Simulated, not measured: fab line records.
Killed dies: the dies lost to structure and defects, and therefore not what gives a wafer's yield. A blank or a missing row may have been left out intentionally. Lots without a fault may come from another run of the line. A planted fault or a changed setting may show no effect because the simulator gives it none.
Matching of chambers / flow nandHarc / NHARC_P_GATE_DESCUM_31 on rieDiel-03: 4 sister chambers
The step chemistry O2, time 3 s. 4 wafers are shown with their chamber, then 8 later ones without.

WAFERS PAIRED WITH THEIR CHAMBERS
wafer=L087.2; chamber=1; drypumpMotorCurrentA (A)=6.1
wafer=L091.5; chamber=3; drypumpMotorCurrentA (A)=4.8
wafer=L091.6; chamber=2; drypumpMotorCurrentA (A)=5.7
wafer=L095.2; chamber=0; drypumpMotorCurrentA (A)=5.0

WAFERS WITH NO CHAMBER GIVEN
wafer=L095.3; drypumpMotorCurrentA (A)=4.8
wafer=L095.6; drypumpMotorCurrentA (A)=4.8
wafer=L096.1; drypumpMotorCurrentA (A)=5.0
wafer=L096.3; drypumpMotorCurrentA (A)=4.8
wafer=L096.6; drypumpMotorCurrentA (A)=5.1
wafer=L097.2; drypumpMotorCurrentA (A)=5.0
wafer=L097.5; drypumpMotorCurrentA (A)=6.1
wafer=L097.6; drypumpMotorCurrentA (A)=5.1

THE CHAMBER EACH PASSED THROUGH
wafer=L095.3; from the rows above=3; in truth=3
wafer=L095.6; from the rows above=3; in truth=3
wafer=L096.1; from the rows above=0; in truth=0
wafer=L096.3; from the rows above=3; in truth=3
wafer=L096.6; from the rows above=0; in truth=0
wafer=L097.2; from the rows above=0; in truth=0
wafer=L097.5; from the rows above=1; in truth=1
wafer=L097.6; from the rows above=0; in truth=0
8 of 8 placed correctly. From these rows, 0 cannot be placed. Wrongly placed: 0.
How it was worked out, from the rows above alone: a wafer's distance from a chamber is the root of the sum, over the readings, of the square of ((its reading less the chamber's mean) divided by the reading's scatter). If the next closest chamber is less than 2 further off than the closest, the wafer can't be placed; otherwise it belongs to the closest. The mean given for a chamber averages the wafers shown for that chamber. The scatter: root of mean squared gap, hidden wafer to nearest shown wafer, with one shown wafer a chamber.
